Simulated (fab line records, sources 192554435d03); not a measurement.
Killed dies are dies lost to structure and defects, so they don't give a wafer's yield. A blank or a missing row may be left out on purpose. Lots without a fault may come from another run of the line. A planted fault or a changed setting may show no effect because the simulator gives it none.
Chamber matching | flow n5_finfet | N5_BEOL_M0_STRIP_142 on rie_diel-03: 4 sister chambers
The step strips in N2/H2, time 10 s. 4 wafers are shown with their chamber, then 11 later ones without.

WAFERS WITH THEIR CHAMBER
wafer  | chamber | drypump_motor_current_A (A)
L086.2 | 2       | 6.3
L091.2 | 0       | 5.3
L091.4 | 1       | 5.8
L092.2 | 3       | 5.1

WAFERS WITHOUT THEIR CHAMBER
wafer  | drypump_motor_current_A (A)
L092.4 | 5.8
L092.5 | 5.1
L076.2 | 5.8
L076.3 | 5.3
L076.5 | 5.2
L094.4 | 6.3
L094.5 | 6.3
L094.6 | 5.2
L097.1 | 5.1
L097.3 | 5.8
L097.6 | 5.3

WHICH CHAMBER EACH WENT THROUGH
wafer  | from the rows above     | in truth
L092.4 | 1                       | 1
L092.5 | 3                       | 3
L076.2 | 1                       | 1
L076.3 | 0                       | 0
L076.5 | can't be placed: 0 or 3 | 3
L094.4 | 2                       | 2
L094.5 | 2                       | 2
L094.6 | can't be placed: 0 or 3 | 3
L097.1 | 3                       | 3
L097.3 | 1                       | 1
L097.6 | 0                       | 0
Placed correctly: 9 of 11. Can't be placed from these rows: 2 (the true chamber is among the candidates in 2). Placed wrongly: 0.
How it was worked out, from the rows above alone: a wafer's distance from a chamber is the root of the sum, over the readings, of the square of ((its reading less the chamber's mean) divided by the reading's scatter). The wafer belongs to the nearest chamber; if the next one is less than 2 further off, it can't be placed. A chamber's mean is the mean of its shown wafers. The scatter: with one shown wafer a chamber, the root of the mean of the squares of how far each hidden wafer lies from its nearest shown one.
